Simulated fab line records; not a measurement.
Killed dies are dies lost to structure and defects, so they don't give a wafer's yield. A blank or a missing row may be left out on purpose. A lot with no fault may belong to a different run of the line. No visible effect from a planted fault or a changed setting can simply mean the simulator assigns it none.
Split-lot study :: flow n5_finfet :: 7 lots, 21 wafers read, on a route of 1938 steps

## ON THE SPLIT
At N5_BEOL_M6_ETCH_62 (etches SOC in N2/H2, target depth 110 nm, overetch 22 nm, time 165 s), the setting bias_w was moved away from the recipe's 150 W on 7 of the 21 wafers read, by -17.1% to +6.4%. For the rest of the wafers, this setting stayed at what the recipe calls for.

The reading is taken at the split's own step.

## THE READING
rf_vpp_V, in V, at N5_BEOL_M6_ETCH_62 (etches SOC in N2/H2, target depth 110 nm, overetch 22 nm, time 165 s). Typical for fault-free wafers on this fab line: 524.4 V, with standard deviation 2.8 V.

wafer: L075.1
tool, chamber at the split: rie_diel-04, 3
bias_w as run, W: 124.3
against the recipe: -17.1%
rf_vpp_V, V: 462.6
against lot-mates on the recipe: -63.3

wafer: L075.3
tool, chamber at the split: rie_diel-04, 1
bias_w as run, W: 150
against the recipe: recipe
rf_vpp_V, V: 525.9
against lot-mates on the recipe: -

wafer: L075.6
tool, chamber at the split: rie_diel-04, 2
bias_w as run, W: 124.3
against the recipe: -17.1%
rf_vpp_V, V: 467.1
against lot-mates on the recipe: -58.8

wafer: L080.2
tool, chamber at the split: rie_diel-05, 1
bias_w as run, W: 135.7
against the recipe: -9.5%
rf_vpp_V, V: 494.1
against lot-mates on the recipe: -26.8

wafer: L080.3
tool, chamber at the split: rie_diel-05, 3
bias_w as run, W: 135.7
against the recipe: -9.5%
rf_vpp_V, V: 493.3
against lot-mates on the recipe: -27.6

wafer: L080.5
tool, chamber at the split: rie_diel-05, 0
bias_w as run, W: 150
against the recipe: recipe
rf_vpp_V, V: 520.9
against lot-mates on the recipe: -

wafer: L085.3
tool, chamber at the split: rie_diel-05, 2
bias_w as run, W: 150
against the recipe: recipe
rf_vpp_V, V: 528.9
against lot-mates on the recipe: -

wafer: L085.5
tool, chamber at the split: rie_diel-05, 0
bias_w as run, W: 150
against the recipe: recipe
rf_vpp_V, V: 519.9
against lot-mates on the recipe: -

wafer: L085.6
tool, chamber at the split: rie_diel-05, 2
bias_w as run, W: 150
against the recipe: recipe
rf_vpp_V, V: 527.8
against lot-mates on the recipe: -

wafer: L084.1
tool, chamber at the split: rie_diel-06, 0
bias_w as run, W: 150
against the recipe: recipe
rf_vpp_V, V: 528.4
against lot-mates on the recipe: -

wafer: L084.5
tool, chamber at the split: rie_diel-06, 1
bias_w as run, W: 150
against the recipe: recipe
rf_vpp_V, V: 520.1
against lot-mates on the recipe: -

wafer: L084.6
tool, chamber at the split: rie_diel-06, 2
bias_w as run, W: 150
against the recipe: recipe
rf_vpp_V, V: 522.3
against lot-mates on the recipe: -

wafer: L089.2
tool, chamber at the split: rie_diel-04, 0
bias_w as run, W: 150
against the recipe: recipe
rf_vpp_V, V: 523.7
against lot-mates on the recipe: -

wafer: L089.5
tool, chamber at the split: rie_diel-04, 3
bias_w as run, W: 150
against the recipe: recipe
rf_vpp_V, V: 519.7
against lot-mates on the recipe: -

wafer: L089.6
tool, chamber at the split: rie_diel-04, 2
bias_w as run, W: 150
against the recipe: recipe
rf_vpp_V, V: 525.0
against lot-mates on the recipe: -

wafer: L094.1
tool, chamber at the split: rie_diel-05, 1
bias_w as run, W: 158.5
against the recipe: +5.7%
rf_vpp_V, V: 544.6
against lot-mates on the recipe: +24.8

wafer: L094.2
tool, chamber at the split: rie_diel-05, 0
bias_w as run, W: 150
against the recipe: recipe
rf_vpp_V, V: 519.8
against lot-mates on the recipe: -

wafer: L094.4
tool, chamber at the split: rie_diel-05, 3
bias_w as run, W: 158.5
against the recipe: +5.7%
rf_vpp_V, V: 544.2
against lot-mates on the recipe: +24.4

wafer: L096.1
tool, chamber at the split: rie_diel-06, 1
bias_w as run, W: 159.6
against the recipe: +6.4%
rf_vpp_V, V: 542.1
against lot-mates on the recipe: +15.4

wafer: L096.3
tool, chamber at the split: rie_diel-06, 0
bias_w as run, W: 150
against the recipe: recipe
rf_vpp_V, V: 528.0
against lot-mates on the recipe: -

wafer: L096.6
tool, chamber at the split: rie_diel-06, 3
bias_w as run, W: 150
against the recipe: recipe
rf_vpp_V, V: 525.5
against lot-mates on the recipe: -

FIT RESULTS
A straight line over all 21 wafers: rf_vpp_V changes by +3.38 V for each +1% of bias_w; r = +0.99; the points scatter about the line by 3.2 V.
The same after taking each lot's own level away (the mean of its wafers on the recipe; 21 wafers): +3.44 V for each +1%; r = +0.99; scatter 3.8 V.
On that fit, the largest move of bias_w shifts the reading by 59 V.
Measured against the standard deviation above, the lots' own levels, which go from 519.80 to 526.75 V, span 2.5 times it.
The two slopes are in agreement: the lot-to-lot level therefore moves the slope only a little.
Check: -55.9 V against its lot-mates is what the line predicts for one of the wafers moved furthest among these (-17.1%) when that wafer is left out of the fit. Against them it came out at -63.3 V.
Tool readings at the split's step, against how far the setting was moved: rf_vpp_V r = +0.99.

## OTHER SPLITS ON THESE WAFERS
These wafers also went through other splits before the reading. Each is held against what the fit with the lots' levels taken away leaves over:
other split on the same wafers: N5_BEOL_M6_EXPOSE_08 dose_mj
wafers away from the commonest value: 10
r with rf_vpp_V (lot level and that fit taken away): +0.29

## THE WHOLE CHAIN: every reading that the file lists as answering this split, in the file's order
step: N5_BEOL_M6_ETCH_62
what it does: etches SOC in N2/H2, target depth 110 nm, overetch 22 nm, time 165 s
reading: rf_vpp_V
change (the file's fit): +3.38 V for each +1% of the setting
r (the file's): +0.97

step: N5_BEOL_M6_ETCH_62
what it does: etches SOC in N2/H2, target depth 110 nm, overetch 22 nm, time 165 s
reading: SiARC_of_BEOL_M6_COAT_60.thk_nm (the simulator's own value, which no gauge read)
change (the file's fit): -0.0844 nm for each +1% of the setting
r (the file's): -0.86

## THE FILE'S OWN FIT
rf_vpp_V changes by +3.38 V for each +1% of bias_w, r = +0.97.
